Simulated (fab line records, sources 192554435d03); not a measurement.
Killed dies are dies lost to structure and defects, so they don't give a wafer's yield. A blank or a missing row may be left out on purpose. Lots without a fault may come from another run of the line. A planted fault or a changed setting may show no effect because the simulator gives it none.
Chamber matching | flow n5_finfet | N5_GATE_CUT_HM_OPEN_40 on rie_diel-05: 4 sister chambers
The step chemistry C4F6/O2, target SiO2, target depth 139 nm, time 85.1 s. 24 wafers are shown with their chamber, then 12 later ones without.

WAFERS WITH THEIR CHAMBER
wafer  | chamber | showerhead_plenum_p_Torr (Torr) | drypump_motor_current_A (A) | rf_vpp_V (V)
L076.2 | 1       | 2.84                            | 6.0                         | 686
L076.3 | 2       | 2.75                            | 5.0                         | 668
L076.6 | 2       | 2.75                            | 5.0                         | 667
L077.2 | 1       | 2.84                            | 6.0                         | 685
L077.3 | 2       | 2.75                            | 5.0                         | 667
L077.4 | 1       | 2.84                            | 6.0                         | 687
L078.1 | 3       | 2.92                            | 5.8                         | 676
L078.3 | 0       | 2.95                            | 6.1                         | 668
L078.6 | 0       | 2.95                            | 6.1                         | 668
L079.2 | 3       | 2.92                            | 5.8                         | 675
L079.3 | 2       | 2.75                            | 5.0                         | 668
L079.5 | 0       | 2.95                            | 6.1                         | 668
L081.1 | 1       | 2.84                            | 6.1                         | 685
L081.4 | 3       | 2.92                            | 5.7                         | 675
L081.6 | 3       | 2.92                            | 5.7                         | 676
L082.1 | 2       | 2.75                            | 5.0                         | 668
L082.3 | 1       | 2.84                            | 6.1                         | 687
L082.6 | 0       | 2.94                            | 6.1                         | 669
L087.1 | 3       | 2.91                            | 5.8                         | 676
L087.4 | 0       | 2.94                            | 6.1                         | 669
L087.5 | 2       | 2.75                            | 5.0                         | 668
L088.3 | 3       | 2.91                            | 5.8                         | 676
L088.5 | 0       | 2.94                            | 6.1                         | 669
L088.6 | 1       | 2.84                            | 6.0                         | 687

SIGNATURES (means of the wafers above)
reading                  | chamber 0 | chamber 1 | chamber 2 | chamber 3 | scatter within a chamber
showerhead_plenum_p_Torr | 2.9450    | 2.8400    | 2.7500    | 2.9167    | 0.00376
drypump_motor_current_A  | 6.100     | 6.033     | 5.000     | 5.767     | 0.0365
rf_vpp_V                 | 668.50    | 686.17    | 667.67    | 675.67    | 0.671
Rule: a wafer's distance from a chamber is the root of the sum, over the readings, of the square of ((its reading less the chamber's mean) divided by the reading's scatter). The wafer belongs to the nearest chamber; if the next one is less than 2 further off, it can't be placed. The scatter: the root of (the sum of the squares of (reading less its chamber's mean) over the shown wafers, divided by (wafers less chambers)).

WAFERS WITHOUT THEIR CHAMBER
wafer  | showerhead_plenum_p_Torr (Torr) | drypump_motor_current_A (A) | rf_vpp_V (V)
L090.1 | 2.91                            | 5.8                         | 675
L090.3 | 2.84                            | 6.0                         | 686
L090.6 | 2.91                            | 5.8                         | 674
L095.2 | 2.90                            | 5.7                         | 675
L095.4 | 2.74                            | 5.1                         | 667
L095.5 | 2.83                            | 6.0                         | 686
L096.3 | 2.90                            | 5.8                         | 676
L096.4 | 2.93                            | 6.1                         | 667
L096.5 | 2.83                            | 6.1                         | 686
L097.1 | 2.83                            | 6.0                         | 685
L097.3 | 2.93                            | 6.1                         | 668
L097.4 | 2.90                            | 5.8                         | 675

WHICH CHAMBER EACH WENT THROUGH
wafer  | from the rows above | in truth
L090.1 | 3                   | 3
L090.3 | 1                   | 1
L090.6 | 3                   | 3
L095.2 | 3                   | 3
L095.4 | 2                   | 2
L095.5 | 1                   | 1
L096.3 | 3                   | 3
L096.4 | 0                   | 0
L096.5 | 1                   | 1
L097.1 | 1                   | 1
L097.3 | 0                   | 0
L097.4 | 3                   | 3
Placed correctly: 12 of 12. Can't be placed from these rows: 0. Placed wrongly: 0.
